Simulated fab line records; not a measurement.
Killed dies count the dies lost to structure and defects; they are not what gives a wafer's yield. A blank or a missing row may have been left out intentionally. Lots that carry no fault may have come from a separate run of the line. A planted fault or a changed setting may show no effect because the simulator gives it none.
fab line records -- flow nandHarc -- part 2 of 2: steps 14 to 24 of 24
[record] lots = 5, wafers = 15, lastDay = 29
route steps=1302 shown A_CHANNEL_HOLE_D2@591 A_CHANNEL_FILL_D2@610
lots untouched by any fault: they come from a run of this same line in which no faults occurred
startH: the number of hours between the record's first day and the start of the first shown wafer of the lot -- waitH: hours elapsed since this lot's preceding step -- " unchanged from the row above -- L1.1+2: several wafers, shown together as one row -- - no value present, or no start provided -- * or withheld: withheld -- < > ~ a bound
route shown NAME@n: a module of which the file shows steps, and the number in the route of the first -- usual: mean and standard deviation over wafers with no fault -- same: alike in all rows -- chamber/n: place in a boat -- sites: each site's reading -- _std_site: the standard deviation of these -- _edge_site: outer sites' mean less inner sites' -- radiusMm: how far each site lies from the wafer's centre -- mask NAME#n: copy n -- behind: the most recent tool/chamber to have shaped the wafer -- hold: reason for holding the lot/hours on hold/outcome of the hold -- device: the n, p or np transistor that did not switch -- end of line: tests of these same wafers at the route's end -- a step without rows: its recipe alone -- killed: at the first sort, the dies lost to defects and structure; wafer yield is something else -- map: the dies of a wafer, with x for killed, . for not killed, _ for no die there
set.NAME: the run value of the setting; set.NAME@STEP: its run value at that earlier step -- model.NAME: the simulator's own value behind a step, which no gauge read
a table for each step, a row for each wafer; lots at some steps of the route
services: when a tool's chamber went out of use (startH, in hours from the record's first day, below 0 if earlier), for how many hours, and the reason
[[steps]]
[step NHARC_A_CHANNEL_HOLE_D2_STRIP_28]
[recipe] o2FlowSccm = 500, arFlowSccm = 0, biasW = 0, chemistry = O2
[usual] drypumpMotorCurrentA = 5.9/0.57, o2FlowSccm = 500.3/1.5, oesProductAu = 1.002/0.011, rfVppV = 57.6/0.84, showerheadPlenumPTorr = 3.50/0.12, throttleValvePct = 17.036/0.0086
lot.wafer,tool,chamber,startH,waitH,drypumpMotorCurrentA,o2FlowSccm,oesProductAu,rfHoursCounterH,rfVppV,showerheadPlenumPTorr,throttleValvePct
L074.3,rieDiel-01,2,-,-,5.9,499.7,1.008,2.4,57.7,3.58,17.026
L074.4,rieDiel-01,3,-,-,6.4,502.9,0.991,2.8,56.8,3.47,17.037
L074.6,rieDiel-01,2,-,-,5.9,500.1,1.000,-,58.3,3.58,17.041
L078.3,rieDiel-12,0,-,-,5.7,500.5,1.018,3.7,57.0,3.65,17.038
L078.4,rieDiel-12,2,-,-,6.2,500.0,0.987,4.1,56.5,3.49,17.046
L078.6,rieDiel-12,0,-,-,5.7,499.5,1.028,-,57.0,3.65,17.034
L081.4,rieDiel-12,1,-,-,4.9,500.7,1.015,4.5,59.6,3.57,17.029
L081.6,rieDiel-12,2,-,-,6.2,498.0,1.001,-,58.7,3.49,17.028
L081.5,rieDiel-12,3,-,-,6.2,498.5,1.005,-,56.4,3.39,17.037
L082.2,rieDiel-12,1,-,-,4.9,499.7,1.015,5.4,57.9,3.57,17.028
L082.1,rieDiel-12,0,-,-,5.7,497.2,1.012,5.7,57.0,3.64,17.024
L082.6,rieDiel-12,1,-,-,4.9,498.6,1.010,-,55.7,3.57,17.040
L087.3,rieDiel-12,0,-,-,5.7,501.1,1.016,8.1,59.0,3.64,17.026
L087.1,rieDiel-12,1,-,-,4.9,499.6,1.026,7.7,57.1,3.57,17.046
L087.4,rieDiel-12,3,-,-,6.2,501.4,0.994,-,58.9,3.38,17.026
[step NHARC_A_CHANNEL_HOLE_D2_PRECLEAN_29]
[recipe] timeS = *, tempC = 50, bathAgeMin = 0, chemistry = SC1
[usual] h2o2FlowMLMin = 56.60/0.19
lot.wafer,tool,chamber,startH,waitH,h2o2FlowMLMin
L074.4,wetBench-09,6,295.17,-,56.69
L074.3,wetBench-09,0,295.17,-,56.62
L074.6,wetBench-09,1,295.17,-,56.45
L078.4,wetBench-03,3,339.27,-,56.55
L078.6,wetBench-03,4,339.27,-,56.75
L078.3,wetBench-03,5,339.27,-,56.94
L081.4,wetBench-03,6,354.40,-,56.34
L081.5,wetBench-03,7,354.40,-,56.45
L081.6,wetBench-03,1,354.40,-,56.63
L082.2,wetBench-02,6,379.10,-,56.59
L082.1,wetBench-02,0,379.10,-,56.62
L082.6,wetBench-02,1,379.10,-,56.98
L087.3,wetBench-09,4,435.51,-,56.62
L087.4,wetBench-09,7,435.51,-,56.62
L087.1,wetBench-09,0,435.51,-,56.91
[step NHARC_A_CHANNEL_HOLE_D2_SRD_30]
lot.wafer,tool,chamber,startH,waitH
L074.4+3+6,wetBench-09,"6,0,1",-,-
L078.4+6+3,wetBench-03,"3,4,5",-,-
L081.4+5+6,wetBench-03,"6,7,1",-,-
L082.2+1+6,wetBench-02,"6,0,1",379.15,0.0
L087.3+4+1,wetBench-09,"4,7,0",-,-
[step NHARC_A_CHANNEL_HOLE_D2_CD_MEAS_31]
[usual] cdNm = 90.1/1.3
lot.wafer,tool,chamber,startH,waitH,cdNm
L074.3,cdSem-01,-,295.32,-,88.5
L074.4,cdSem-01,-,295.32,-,90.0
L074.6,cdSem-01,-,295.32,-,88.5
L078.3,cdSem-02,-,339.41,-,89.6
L078.4,cdSem-02,-,339.41,-,87.1
L078.6,cdSem-02,-,339.41,-,85.6
L081.4,cdSem-02,-,354.54,-,88.9
L081.5,cdSem-02,-,354.54,-,89.2
L081.6,cdSem-02,-,354.54,-,88.9
L082.1,cdSem-03,-,379.26,0.1,89.9
L082.2,cdSem-03,-,379.26,0.1,91.0
L082.6,cdSem-03,-,379.26,0.1,90.3
L087.1,cdSem-01,-,435.65,-,90.0
L087.3,cdSem-01,-,435.65,-,88.5
L087.4,cdSem-01,-,435.65,-,89.1
[step NHARC_A_CHANNEL_HOLE_D2_XSEM_32]
[recipe] landingEnergyEv = 35000
[usual] botCdNm = 75.0/1.4, bowNm = 8.6/0.32, tiltDeg = 0.07/0.037
lot.wafer,tool,chamber,startH,waitH,botCdNm,bowNm,tiltDeg
L074.3,xsem-02,0,295.41,0.1,74.4,9.3,0.00
L074.4,xsem-02,0,295.41,0.1,75.0,9.3,0.00
L074.6,xsem-02,0,295.41,0.1,73.8,9.2,0.00
L078.3,xsem-01,0,339.49,0.1,75.1,8.7,0.13
L078.4,xsem-01,0,339.49,0.1,72.8,8.7,0.13
L078.6,xsem-01,0,339.49,0.1,71.1,8.7,0.13
L081.4,xsem-02,0,354.64,0.1,73.8,8.3,0.12
L081.5,xsem-02,0,354.64,0.1,73.7,8.3,0.13
L081.6,xsem-02,0,354.64,0.1,73.7,8.3,0.12
L082.1,xsem-02,0,379.35,0.1,74.2,9.0,0.08
L082.2,xsem-02,0,379.35,0.1,75.3,8.9,0.08
L082.6,xsem-02,0,379.35,0.1,75.4,9.0,0.08
L087.1,xsem-02,0,435.75,0.1,74.4,8.4,0.12
L087.3,xsem-02,0,435.75,0.1,72.8,8.4,0.12
L087.4,xsem-02,0,435.75,0.1,73.0,8.4,0.12
[step NHARC_A_CHANNEL_HOLE_D2_INSPECT_40]
[usual] rawDefectCount = 289/88
lot.wafer,tool,chamber,startH,waitH,rawDefectCount
L074.3,defectInspect-02,-,295.50,-,429
L074.4,defectInspect-02,-,295.50,-,389
L074.6,defectInspect-02,-,295.50,-,255
L078.3,defectInspect-01,-,339.60,-,343
L078.4,defectInspect-01,-,339.60,-,249
L078.6,defectInspect-01,-,339.60,-,438
L081.4,defectInspect-01,-,354.72,-,203
L081.5,defectInspect-01,-,354.72,-,229
L081.6,defectInspect-01,-,354.72,-,184
L082.1,defectInspect-02,-,379.45,-,188
L082.2,defectInspect-02,-,379.45,-,310
L082.6,defectInspect-02,-,379.45,-,275
L087.1,defectInspect-01,-,435.84,-,298
L087.3,defectInspect-01,-,435.84,-,327
L087.4,defectInspect-01,-,435.84,-,342
[step NHARC_A_CHANNEL_FILL_D2_PRECLEAN_00]
[recipe] timeS = *, tempC = 50, bathAgeMin = 0, chemistry = SC1
[usual] h2o2FlowMLMin = 56.61/0.18
lot.wafer,tool,chamber,startH,waitH,h2o2FlowMLMin
L074.6,wetBench-01,4,295.56,0.1,56.54
L074.3,wetBench-01,6,295.56,0.1,56.53
L074.4,wetBench-01,0,295.56,0.1,56.64
L078.6,wetBench-05,6,339.66,0.1,56.73
L078.3,wetBench-05,7,339.66,0.1,56.48
L078.4,wetBench-05,1,339.66,0.1,56.48
L081.6,wetBench-01,3,354.77,0.0,56.75
L081.4,wetBench-01,5,354.77,0.0,56.63
L081.5,wetBench-01,6,354.77,0.0,56.96
L082.2,wetBench-01,1,379.50,0.1,56.74
L082.1,wetBench-01,2,379.50,0.1,56.42
L082.6,wetBench-01,5,379.50,0.1,56.63
L087.4,wetBench-07,0,435.90,0.0,56.75
L087.3,wetBench-07,1,435.90,0.0,56.55
L087.1,wetBench-07,4,435.90,0.0,56.57
[step NHARC_A_CHANNEL_FILL_D2_SRD_01]
lot.wafer,tool,chamber,startH,waitH
L074.6+3+4,wetBench-01,"4,6,0",-,-
L078.6+3+4,wetBench-05,"6,7,1",-,-
L081.6+4+5,wetBench-01,"3,5,6",-,-
L082.2+1+6,wetBench-01,"1,2,5",-,-
L087.4+3+1,wetBench-07,"0,1,4",-,-
[step NHARC_A_CHANNEL_FILL_D2_ALD_02]
[recipe] targetThkA = 60, pulseTimeS = 10, aldCycles = 60, tempC = 300, material = SiO2
[usual] heaterPowerW = 471/50, precursorPulseHeightRel = 1.000/0.02, susceptorTempC = 299.99/0.21
lot.wafer,tool,chamber,startH,waitH,heaterPowerW,precursorPulseHeightRel,susceptorTempC
L074.3,aldHk-01,0,295.76,-,538,0.993,300.19
L074.4,aldHk-01,1,295.76,-,452,1.000,300.06
L074.6,aldHk-01,0,295.76,-,530,1.019,300.05
L078.4,aldHk-01,2,339.87,-,473,1.003,299.91
L078.3,aldHk-01,0,339.87,-,498,0.990,300.09
L078.6,aldHk-01,1,339.87,-,444,0.997,300.17
L081.4,aldHk-03,3,354.91,-,398,1.007,-
L081.6,aldHk-03,3,354.91,-,398,1.022,-
L081.5,aldHk-03,0,354.91,-,452,0.983,-
L082.1,aldHk-03,1,379.64,-,559,1.002,300.06
L082.2,aldHk-03,2,379.64,-,471,0.986,300.16
L082.6,aldHk-03,1,379.64,-,550,0.993,299.90
L087.4,aldHk-03,2,437.72,-,446,1.019,299.88
L087.1,aldHk-03,3,437.72,-,414,1.015,299.92
L087.3,aldHk-03,1,437.72,-,556,1.000,299.88
[step NHARC_A_CHANNEL_FILL_D2_ALD_03]
[recipe] targetThkA = 60, pulseTimeS = 60, aldCycles = 58, tempC = 630, pressureTorr = 2, material = SiNx
[usual] precursorPulseHeightRel = 1.000/0.02
lot.wafer,tool,chamber,startH,waitH,precursorPulseHeightRel
L074.3,aldSinBatch-01,0,-,-,0.985
L074.4,aldSinBatch-01,0,-,-,1.008
L074.6,aldSinBatch-01,0,-,-,0.988
L078.3,aldSinBatch-01,0,-,-,1.009
L078.4,aldSinBatch-01,0,-,-,0.988
L078.6,aldSinBatch-01,0,-,-,0.995
L081.4,aldSinBatch-01,0,-,-,1.047
L081.5,aldSinBatch-01,0,-,-,0.990
L081.6,aldSinBatch-01,0,-,-,0.990
L082.1,aldSinBatch-03,0,-,-,1.004
L082.2,aldSinBatch-03,0,-,-,1.009
L082.6,aldSinBatch-03,0,-,-,1.033
L087.1,aldSinBatch-03,0,-,-,0.949
L087.3,aldSinBatch-03,0,-,-,0.988
L087.4,aldSinBatch-03,0,-,-,0.979
[step NHARC_A_CHANNEL_FILL_D2_ALD_14]
[recipe] targetThkA = 25, pulseTimeS = 10, aldCycles = 25, tempC = 300, material = SiO2
[usual] heaterPowerW = 470/48, precursorPulseHeightRel = 1.000/0.017, susceptorTempC = 299.97/0.18
lot.wafer,tool,chamber,startH,waitH,heaterPowerW,precursorPulseHeightRel,susceptorTempC
L074.3,aldHk-03,2,303.38,1.1,462,1.018,299.85
L074.4,aldHk-03,3,303.38,1.1,406,0.996,299.86
L074.6,aldHk-03,1,303.38,1.1,546,0.953,299.85
L078.3,aldHk-04,2,346.82,0.1,468,0.989,299.80
L078.4,aldHk-04,0,346.82,0.1,503,0.989,300.26
L078.6,aldHk-04,2,346.82,0.1,456,1.011,299.87
L081.4,aldHk-03,0,362.09,0.3,456,1.012,299.84
L081.6,aldHk-03,1,362.09,0.3,557,1.034,300.03
L081.5,aldHk-03,2,362.09,0.3,469,0.981,300.14
L082.1,aldHk-03,1,384.46,0.1,560,1.007,300.38
L082.2,aldHk-03,2,384.46,0.1,460,0.990,300.08
L082.6,aldHk-03,0,384.46,0.1,451,1.027,300.05
L087.1,aldHk-03,2,444.73,0.1,458,0.999,300.10
L087.4,aldHk-03,0,444.73,0.1,454,0.967,300.28
L087.3,aldHk-03,1,444.73,0.1,542,0.972,300.03
[[services]]
tool,chamber,startH,hours,kind
rieDiel-12,-,268.40,9.0,pm
wetBench-02,-,270.27,0.7,repair
wetBench-01,-,277.60,8.0,pm
rieDiel-01,1,283.32,3.1,repair
rieDiel-01,3,291.85,2.0,repair
aldHk-01,-,301.55,10.0,pm
rieDiel-12,2,318.60,1.7,repair
wetBench-07,-,336.00,8.0,pm
rieDiel-12,1,344.53,3.6,repair
wetBench-09,-,352.83,8.0,pm
xsem-01,-,374.00,14.0,pm
harEtch-02,-,377.87,17.0,pm
harEtch-02,0,377.87,17.0,ventCycle
harEtch-02,1,377.87,17.0,ventCycle
rieDiel-01,-,380.84,9.0,pm
wetBench-03,-,386.43,8.0,pm
aldHk-03,-,394.66,10.0,pm
harEtch-02,0,394.87,-,clean
harEtch-02,0,394.87,-,consumableReplace:esc
harEtch-02,0,394.87,-,consumableReplace:focusRing
wetBench-02,-,420.00,8.0,pm
rieDiel-12,2,428.09,7.7,repair
aldHk-04,-,435.79,10.0,pm
wetBench-05,-,436.80,8.0,pm
